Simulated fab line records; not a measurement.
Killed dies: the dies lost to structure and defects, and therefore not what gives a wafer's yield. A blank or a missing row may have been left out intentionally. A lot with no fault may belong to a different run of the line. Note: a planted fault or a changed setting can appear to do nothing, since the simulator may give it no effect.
Matching of chambers / flow n5-finfet / 3 sister chambers for N5_BEOL_M5_CO_CAP_78 on cvd-co-01
The step material Co, precursor CCTBA/H2, target thk 2 nm, time 102.1 s. 22 wafers are shown with their chamber, then 11 later ones without.

## EACH WAFER AND ITS CHAMBER
wafer=L077.3; chamber=2; heater-power-w (W)=312; susceptor-temp-C (C)=200.13
wafer=L077.4; chamber=0; heater-power-w (W)=243; susceptor-temp-C (C)=199.96
wafer=L077.5; chamber=2; heater-power-w (W)=306; susceptor-temp-C (C)=199.99
wafer=L083.2; chamber=0; heater-power-w (W)=237; susceptor-temp-C (C)=199.78
wafer=L083.3; chamber=0; heater-power-w (W)=248; susceptor-temp-C (C)=199.93
wafer=L083.6; chamber=0; heater-power-w (W)=243; susceptor-temp-C (C)=199.73
wafer=L084.3; chamber=0; heater-power-w (W)=239; susceptor-temp-C (C)=199.62
wafer=L084.5; chamber=0; heater-power-w (W)=245; susceptor-temp-C (C)=199.91
wafer=L084.6; chamber=2; heater-power-w (W)=307; susceptor-temp-C (C)=200.38
wafer=L085.1; chamber=0; heater-power-w (W)=247; susceptor-temp-C (C)=199.90
wafer=L085.2; chamber=2; heater-power-w (W)=323; susceptor-temp-C (C)=199.96
wafer=L085.6; chamber=2; heater-power-w (W)=309; susceptor-temp-C (C)=200.20
wafer=L086.3; chamber=1; heater-power-w (W)=203; susceptor-temp-C (C)=200.23
wafer=L086.4; chamber=1; heater-power-w (W)=211; susceptor-temp-C (C)=200.13
wafer=L086.5; chamber=0; heater-power-w (W)=247; susceptor-temp-C (C)=200.07
wafer=L087.3; chamber=1; heater-power-w (W)=204; susceptor-temp-C (C)=199.92
wafer=L087.4; chamber=0; heater-power-w (W)=238; susceptor-temp-C (C)=199.93
wafer=L087.5; chamber=1; heater-power-w (W)=211; susceptor-temp-C (C)=200.05
wafer=L089.2; chamber=2; heater-power-w (W)=310; susceptor-temp-C (C)=199.67
wafer=L089.5; chamber=2; heater-power-w (W)=313; susceptor-temp-C (C)=199.70
wafer=L089.6; chamber=1; heater-power-w (W)=211; susceptor-temp-C (C)=200.00
wafer=L091.1; chamber=1; heater-power-w (W)=209; susceptor-temp-C (C)=199.76

SIGNATURES (averages over the wafers above)
reading=heater-power-w; chamber 0=243.00; chamber 1=208.17; chamber 2=311.43; scatter within a chamber=4.59
reading=susceptor-temp-C; chamber 0=199.8700; chamber 1=200.0150; chamber 2=200.0043; scatter within a chamber=0.19
Rule: distance of a wafer from a chamber = root of the sum over the readings of ((wafer's reading minus chamber's mean) / reading's scatter) squared. If the next closest chamber is less than 2 further off than the closest, the wafer can't be placed; otherwise it belongs to the closest. The scatter: the root of (the sum of the squares of (reading less its chamber's mean) over the shown wafers, divided by (wafers less chambers)).

## WAFERS WHOSE CHAMBER IS MISSING
wafer=L091.3; heater-power-w (W)=243; susceptor-temp-C (C)=199.93
wafer=L091.6; heater-power-w (W)=244; susceptor-temp-C (C)=199.91
wafer=L092.1; heater-power-w (W)=252; susceptor-temp-C (C)=200.33
wafer=L092.2; heater-power-w (W)=308; susceptor-temp-C (C)=200.06
wafer=L092.5; heater-power-w (W)=244; susceptor-temp-C (C)=200.39
wafer=L095.4; heater-power-w (W)=315; susceptor-temp-C (C)=199.63
wafer=L095.5; heater-power-w (W)=249; susceptor-temp-C (C)=199.93
wafer=L095.6; heater-power-w (W)=212; susceptor-temp-C (C)=200.02
wafer=L096.1; heater-power-w (W)=247; susceptor-temp-C (C)=199.97
wafer=L096.3; heater-power-w (W)=208; susceptor-temp-C (C)=199.98
wafer=L096.5; heater-power-w (W)=210; susceptor-temp-C (C)=200.07

## WHICH CHAMBER EACH WENT THROUGH
wafer=L091.3; from the rows above=0; in truth=0
wafer=L091.6; from the rows above=0; in truth=0
wafer=L092.1; from the rows above=0; in truth=0
wafer=L092.2; from the rows above=2; in truth=2
wafer=L092.5; from the rows above=0; in truth=0
wafer=L095.4; from the rows above=2; in truth=2
wafer=L095.5; from the rows above=0; in truth=0
wafer=L095.6; from the rows above=1; in truth=1
wafer=L096.1; from the rows above=0; in truth=0
wafer=L096.3; from the rows above=1; in truth=1
wafer=L096.5; from the rows above=1; in truth=1
Correct placement for 11 of the 11. Left unplaced by these rows: 0. Placed wrongly: 0.
